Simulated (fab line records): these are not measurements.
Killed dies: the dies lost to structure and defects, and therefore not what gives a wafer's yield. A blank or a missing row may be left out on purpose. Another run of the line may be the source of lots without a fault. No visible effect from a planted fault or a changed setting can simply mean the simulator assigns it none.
Which tool is to blame? + flow nand-harc + 13 lots with 37 wafers sampled at 5 steps, on a route of 1302 steps

## WHAT THE GAUGES SHOWED, per wafer
NHARC_A_SGD_CUT_CD_MEAS_09: target cd 100 nm.
| lot  | measured     | on        | cd-nm (nm)        |
|------|--------------|-----------|-------------------|
| L653 | day 19 22:04 | cd-sem-02 | 100.7 101.0 100.0 |
| L654 | day 19 22:41 | cd-sem-02 | 101.2 100.3 101.0 |
| L652 | day 19 22:52 | cd-sem-02 | 99.8 98.7 99.3    |
| L660 | day 23 05:34 | cd-sem-01 | 99.7 100.8 100.0  |
| L659 | day 23 05:25 | cd-sem-03 | 100.5 99.6 99.6   |
| L656 | day 23 08:46 | cd-sem-01 | 99.9 100.0 99.5   |
| L661 | day 24 02:11 | cd-sem-01 | 100.0 100.3 99.6  |
| L664 | day 24 20:07 | cd-sem-02 | 99.9 100.1 99.2   |
| L657 | day 24 19:55 | cd-sem-02 | 100.0 99.9 99.0   |
| L668 | day 25 15:55 | cd-sem-03 | 99.3 99.8 99.8    |
| L673 | day 28 17:56 | cd-sem-03 | 100.2 100.1 99.4  |
| L674 | day 28 21:49 | cd-sem-01 | 98.6              |
| L675 | day 30 11:04 | cd-sem-03 | 99.7 100.1 100.2  |

NHARC_END_SORT_01.
| lot  | measured     | on        | killed-at-array | killed-at-other | killed-at-periphery | killed-dies | killed-open | killed-short |
|------|--------------|-----------|-----------------|-----------------|---------------------|-------------|-------------|--------------|
| L673 | day 33 23:48 | prober-01 | 24 27 81        | 0 0 1           | 5 8 9               | 29 35 91    | 4 3 1       | 2 5 3        |
| L674 | day 35 10:25 | prober-02 | 158             | 0               | 4                   | 162         | 1           | 1            |

## TOOL THAT RAN EACH LOT (tool first, then ch and the chambers of the sampled wafers, then the start)
| lot  | NHARC_A_STAIRCASE_ETCH_444         | NHARC_A_STAIRCASE_STRIP_475                   | NHARC_A_STAIRCASE_DEP_471       |
|------|------------------------------------|-----------------------------------------------|---------------------------------|
| L653 | rie-diel-06 ch 0,2,3, day 19 14:16 | rie-diel-06 ch 1,2,3, day 19 20:39 or earlier | pecvd-02 ch 1,2, day 19 20:39   |
| L654 | rie-diel-01 ch 0,1, day 19 14:19   | rie-diel-10 ch 0,1,2, day 19 21:18 or earlier | pecvd-01 ch 1,2, day 19 21:18   |
| L652 | rie-diel-10 ch 0,1, day 19 14:29   | rie-diel-06 ch 0,1,2, day 19 21:23 or earlier | pecvd-03 ch 0,2, day 19 21:23   |
| L660 | rie-diel-06 ch 1,2, day 22 21:41   | rie-diel-06 ch 2,3, day 23 04:07 or earlier   | pecvd-03 ch 0,1, day 23 04:07   |
| L659 | rie-diel-01 ch 2,3, day 22 22:10   | rie-diel-10 ch 1,3, day 23 04:02 or earlier   | pecvd-02 ch 1,2, day 23 04:02   |
| L656 | rie-diel-06 ch 0,2, day 23 00:59   | rie-diel-10 ch 0,1,2, day 23 07:13 or earlier | pecvd-01 ch 0, day 23 07:13     |
| L661 | rie-diel-01 ch 0,1,3, day 23 18:17 | rie-diel-06 ch 0,1,3, day 24 00:37 or earlier | pecvd-01 ch 0,2, day 24 00:37   |
| L664 | rie-diel-06 ch 1,2,3, day 24 12:12 | rie-diel-10 ch 0,2,3, day 24 18:37 or earlier | pecvd-02 ch 0,2, day 24 18:37   |
| L657 | rie-diel-10 ch 0,2,3, day 24 12:26 | rie-diel-01 ch 0,3, day 24 18:22 or earlier   | pecvd-01 ch 0,2, day 24 18:22   |
| L668 | rie-diel-06 ch 0,1,2, day 25 06:51 | rie-diel-06 ch 0,1,2, day 25 14:31 or earlier | pecvd-01 ch 0,1,2, day 25 14:31 |
| L673 | rie-diel-01 ch 0,3, day 28 07:08   | rie-diel-10 ch 0,1,2, day 28 13:31 or earlier | pecvd-01 ch 0,1,2, day 28 13:31 |
| L674 | rie-diel-01 ch 3, day 28 13:13     | rie-diel-10 ch 1, day 28 17:21 or earlier     | pecvd-01 ch 0, day 28 17:21     |
| L675 | rie-diel-06 ch 2,3, day 30 03:08   | rie-diel-10 ch 1,2,3, day 30 09:40 or earlier | pecvd-03 ch 1,2, day 30 09:40   |
- NHARC_A_STAIRCASE_ETCH_444: etches the open film in C4F8/O2, target depth 20400 nm, time 6800 s.
- NHARC_A_STAIRCASE_STRIP_475: strips in O2, time 20 s.
- NHARC_A_STAIRCASE_DEP_471: deposits SiO2, target thk 100 nm.

## WHAT THE TOOLS THEMSELVES READ (means of the sampled wafers that have a number; where no wafer has one, the mark that the record gives instead)
NHARC_A_STAIRCASE_ETCH_444.
| lot  | tool        | oes-product-au (a.u.) | rf-vpp-V (V) |
|------|-------------|-----------------------|--------------|
| L653 | rie-diel-06 | 0.921                 | 803          |
| L654 | rie-diel-01 | 0.964                 | 805          |
| L652 | rie-diel-10 | 0.980                 | 801          |
| L660 | rie-diel-06 | 0.944                 | 803          |
| L659 | rie-diel-01 | 0.928                 | 805          |
| L656 | rie-diel-06 | 0.954                 | 802          |
| L661 | rie-diel-01 | 0.928                 | 805          |
| L664 | rie-diel-06 | 0.926                 | 804          |
| L657 | rie-diel-10 | 0.941                 | 805          |
| L668 | rie-diel-06 | 0.915                 | 803          |
| L673 | rie-diel-01 | 0.936                 | 807          |
| L674 | rie-diel-01 | 0.921                 | 805          |
| L675 | rie-diel-06 | 0.957                 | 801          |

NHARC_A_STAIRCASE_STRIP_475.
| lot  | tool        | drypump-motor-current-A (A) | oes-product-au (a.u.) | rf-vpp-V (V) | showerhead-plenum-p-Torr (Torr) | throttle-valve-pct (%) |
|------|-------------|-----------------------------|-----------------------|--------------|---------------------------------|------------------------|
| L653 | rie-diel-06 | 5.8                         | 1.002                 | 57.6         | 3.46                            | 17.036                 |
| L654 | rie-diel-10 | 5.5                         | 1.006                 | 57.4         | 3.37                            | 17.035                 |
| L652 | rie-diel-06 | 6.3                         | 0.990                 | 57.4         | 3.44                            | 17.044                 |
| L660 | rie-diel-06 | 5.7                         | 0.988                 | 58.6         | 3.37                            | 17.041                 |
| L659 | rie-diel-10 | 5.7                         | 1.001                 | 57.3         | 3.43                            | 17.031                 |
| L656 | rie-diel-10 | 5.5                         | 1.005                 | 57.7         | 3.35                            | 17.031                 |
| L661 | rie-diel-06 | 6.1                         | 0.990                 | 57.9         | 3.47                            | 17.033                 |
| L664 | rie-diel-10 | 5.2                         | 1.010                 | 57.8         | 3.48                            | 17.033                 |
| L657 | rie-diel-01 | 6.5                         | 1.000                 | 57.6         | 3.56                            | 17.038                 |
| L668 | rie-diel-06 | 6.2                         | 0.998                 | 58.3         | 3.41                            | 17.036                 |
| L673 | rie-diel-10 | 5.4                         | 1.002                 | 58.1         | 3.34                            | 17.024                 |
| L674 | rie-diel-10 | 5.8                         | 1.001                 | 57.7         | 3.28                            | 17.041                 |
| L675 | rie-diel-10 | 5.4                         | 1.014                 | 57.1         | 3.43                            | 17.031                 |

NHARC_A_STAIRCASE_DEP_471.
| lot  | tool     | chamber-pressure-Torr (Torr) | heater-power-w (W) | mfc-precursor-sccm (sccm) | showerhead-vpp-V (V) | throttle-valve-pct (%) |
|------|----------|------------------------------|--------------------|---------------------------|----------------------|------------------------|
| L653 | pecvd-02 | 6.498                        | 549                | 161.4                     | 1701                 | 15.7                   |
| L654 | pecvd-01 | 6.505                        | 500                | 161.4                     | 1923                 | 16.4                   |
| L652 | pecvd-03 | 6.503                        | 585                | 161.3                     | 1831                 | 16.4                   |
| L660 | pecvd-03 | 6.475                        | 616                | 161.4                     | 1847                 | 15.8                   |
| L659 | pecvd-02 | 6.504                        | 564                | 161.9                     | 1712                 | 15.8                   |
| L656 | pecvd-01 | 6.497                        | 626                | 161.4                     | 1861                 | 16.4                   |
| L661 | pecvd-01 | 6.489                        | 523                | 161.5                     | 1907                 | 16.1                   |
| L664 | pecvd-02 | 6.505                        | 588                | 161.9                     | 1890                 | 15.7                   |
| L657 | pecvd-01 | 6.499                        | 515                | 161.1                     | 1888                 | 15.9                   |
| L668 | pecvd-01 | 6.506                        | 540                | 161.3                     | 1894                 | 16.3                   |
| L673 | pecvd-01 | 6.496                        | 547                | 161.2                     | 1882                 | 16.6                   |
| L674 | pecvd-01 | 6.505                        | 713                | 161.9                     | 1828                 | 16.1                   |
| L675 | pecvd-03 | 6.509                        | 598                | 160.9                     | 1783                 | 15.9                   |

## THE ANSWER, worked out from the rows above alone
Rule: what is usual is taken from the lots themselves. Put in order of their means at a reading, lots are off if they are a third of the lots or fewer, leave a main group of 4 or more, and stand apart from it by a gap of 3 or more times the standard deviation of the main group's means; of several such gaps the widest counts. The tables above print the reading to a certain number of digits; a main group whose means all agree to those digits is not used. A lot without any number at a reading at which 4 lots or more have one is off too. All remaining lots with rows at the step are treated as sound. Order of review: gauges by route order, followed by the tools' own readings, for which a lot's mean as printed above is used. The first step at which some lot is off is used, and at that step the reading that is off furthest; a lot without a number counts as furthest.
No lot is off at any reading shown: from this, nothing can be told.

## WHAT WAS PUT IN BY THE SIMULATOR
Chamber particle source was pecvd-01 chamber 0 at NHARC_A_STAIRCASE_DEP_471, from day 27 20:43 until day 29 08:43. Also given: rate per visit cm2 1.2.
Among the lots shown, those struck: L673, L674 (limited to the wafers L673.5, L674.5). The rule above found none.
